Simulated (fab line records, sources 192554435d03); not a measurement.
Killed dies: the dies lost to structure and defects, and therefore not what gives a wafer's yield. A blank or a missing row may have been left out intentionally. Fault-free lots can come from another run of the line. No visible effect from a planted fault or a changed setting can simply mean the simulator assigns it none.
The tool behind it: which one? / flow n5-finfet / 9 lots with 27 wafers sampled at 5 steps, on a route of 1938 steps

## WHAT THE GAUGES SHOWED, per wafer
N5_BEOL_M4_RC_MEAS_101.
lot=L661; measured=day 9 17:16; on=prober-01; DIBL_N (mV/V)=37.6 35.8 35.0
lot=L663; measured=day 10 02:59; on=prober-01; DIBL_N (mV/V)=36.7 36.5 37.5
lot=L665; measured=day 10 15:55; on=prober-01; DIBL_N (mV/V)=35.5 35.7 34.7
lot=L666; measured=day 11 12:28; on=prober-01; DIBL_N (mV/V)=36.8 36.9 37.2
lot=L669; measured=day 12 20:27; on=prober-01; DIBL_N (mV/V)=37.5 38.0 37.4
lot=L670; measured=day 12 23:00; on=prober-02; DIBL_N (mV/V)=33.7 38.6 35.6
lot=L676; measured=day 13 20:44; on=prober-01; DIBL_N (mV/V)=38.0 33.7 34.7
lot=L679; measured=day 14 09:46; on=prober-01; DIBL_N (mV/V)=34.4 35.5 38.4
lot=L682; measured=day 16 21:25; on=prober-01; DIBL_N (mV/V)=35.7 37.1 35.8

## TOOL THAT RAN EACH LOT (tool first, then ch and the chambers of the sampled wafers, then the start)
lot=L661; N5_GATE_CUT_ETCH_19=rie-diel-01 ch 1,2, day 5 05:16; N5_GATE_CUT_VAPOR_ETCH_48=rie-metal-02 ch 0,1, day 5 05:34; N5_GATE_CUT_CMP_61=cmp-01 ch 1,3, day 5 08:29; N5_MOL_CONTACT_COAG_COAT_103=litho-track-04 ch 0, day 5 08:45
lot=L663; N5_GATE_CUT_ETCH_19=rie-diel-05 ch 0,1,2, day 5 13:23; N5_GATE_CUT_VAPOR_ETCH_48=rie-metal-03 ch 0,1, day 5 13:41; N5_GATE_CUT_CMP_61=cmp-01 ch 0,1,2, day 5 16:16; N5_MOL_CONTACT_COAG_COAT_103=litho-track-04 ch 0, day 5 16:30
lot=L665; N5_GATE_CUT_ETCH_19=rie-diel-04 ch 0,3, day 6 01:14; N5_GATE_CUT_VAPOR_ETCH_48=rie-metal-01 ch 0,1, day 6 01:31; N5_GATE_CUT_CMP_61=cmp-02 ch 1,3, day 6 04:29; N5_MOL_CONTACT_COAG_COAT_103=litho-track-03 ch 0, day 6 04:45
lot=L666; N5_GATE_CUT_ETCH_19=rie-diel-05 ch 0,1,3, day 6 10:32; N5_GATE_CUT_VAPOR_ETCH_48=rie-metal-01 ch 1, day 6 10:49; N5_GATE_CUT_CMP_61=cmp-01 ch 1,3, day 6 13:27; N5_MOL_CONTACT_COAG_COAT_103=litho-track-04 ch 0, day 6 13:41
lot=L669; N5_GATE_CUT_ETCH_19=rie-diel-01 ch 1,2,3, day 7 02:14; N5_GATE_CUT_VAPOR_ETCH_48=rie-metal-02 ch 0,1, day 7 02:31; N5_GATE_CUT_CMP_61=cmp-04 ch 1,2,3, day 7 05:08; N5_MOL_CONTACT_COAG_COAT_103=litho-track-04 ch 0, day 7 05:20
lot=L670; N5_GATE_CUT_ETCH_19=rie-diel-01 ch 0,2,3, day 7 10:32; N5_GATE_CUT_VAPOR_ETCH_48=rie-metal-02 ch 0,1, day 7 10:49; N5_GATE_CUT_CMP_61=cmp-01 ch 2,3, day 7 13:59; N5_MOL_CONTACT_COAG_COAT_103=litho-track-01 ch 0, day 7 14:16
lot=L676; N5_GATE_CUT_ETCH_19=rie-diel-01 ch 0,2, day 8 17:45; N5_GATE_CUT_VAPOR_ETCH_48=rie-metal-02 ch 0,1, day 8 18:02; N5_GATE_CUT_CMP_61=cmp-02 ch 0,1,3, day 8 20:47; N5_MOL_CONTACT_COAG_COAT_103=litho-track-03 ch 0, day 8 21:03
lot=L679; N5_GATE_CUT_ETCH_19=rie-diel-05 ch 2,3, day 9 14:11; N5_GATE_CUT_VAPOR_ETCH_48=rie-metal-03 ch 0,1, day 9 14:29; N5_GATE_CUT_CMP_61=cmp-04 ch 0,1,3, day 9 17:06; N5_MOL_CONTACT_COAG_COAT_103=litho-track-04 ch 0, day 9 17:19
lot=L682; N5_GATE_CUT_ETCH_19=rie-diel-01 ch 1,2, day 10 04:30; N5_GATE_CUT_VAPOR_ETCH_48=rie-metal-02 ch 0,1, day 10 04:48; N5_GATE_CUT_CMP_61=cmp-02 ch 1,2, day 10 07:23; N5_MOL_CONTACT_COAG_COAT_103=litho-track-03 ch 0, day 10 07:37
- N5_GATE_CUT_ETCH_19: etches SiNx in CH3F/O2, target depth 53.7 nm, time 76.7 s.
- N5_GATE_CUT_VAPOR_ETCH_48: etches TiN in BCl3/Cl2.
- N5_GATE_CUT_CMP_61: polishes, stops on SiNx, t overpolish 3 s.
- N5_MOL_CONTACT_COAG_COAT_103: time 60 s, resist thk 80 nm.

## THE ANSWER, worked out from the rows above alone
Rule: usual is defined by the lots themselves. The widest of any qualifying gaps counts: lots, ordered by their means at a reading, are off when they make up no more than a third of the lots, leave a main group of 4 or more, and stand apart from it by 3 or more times the standard deviation of that group's means. Not used: any main group whose means are identical at the precision the tables above print for the reading. A lot without any number at a reading at which 4 lots or more have one is off too. The other lots that the step has rows for count as sound.
None of the lots is off at any reading shown; this tells nothing.

## WHAT THE SIMULATOR PUT IN
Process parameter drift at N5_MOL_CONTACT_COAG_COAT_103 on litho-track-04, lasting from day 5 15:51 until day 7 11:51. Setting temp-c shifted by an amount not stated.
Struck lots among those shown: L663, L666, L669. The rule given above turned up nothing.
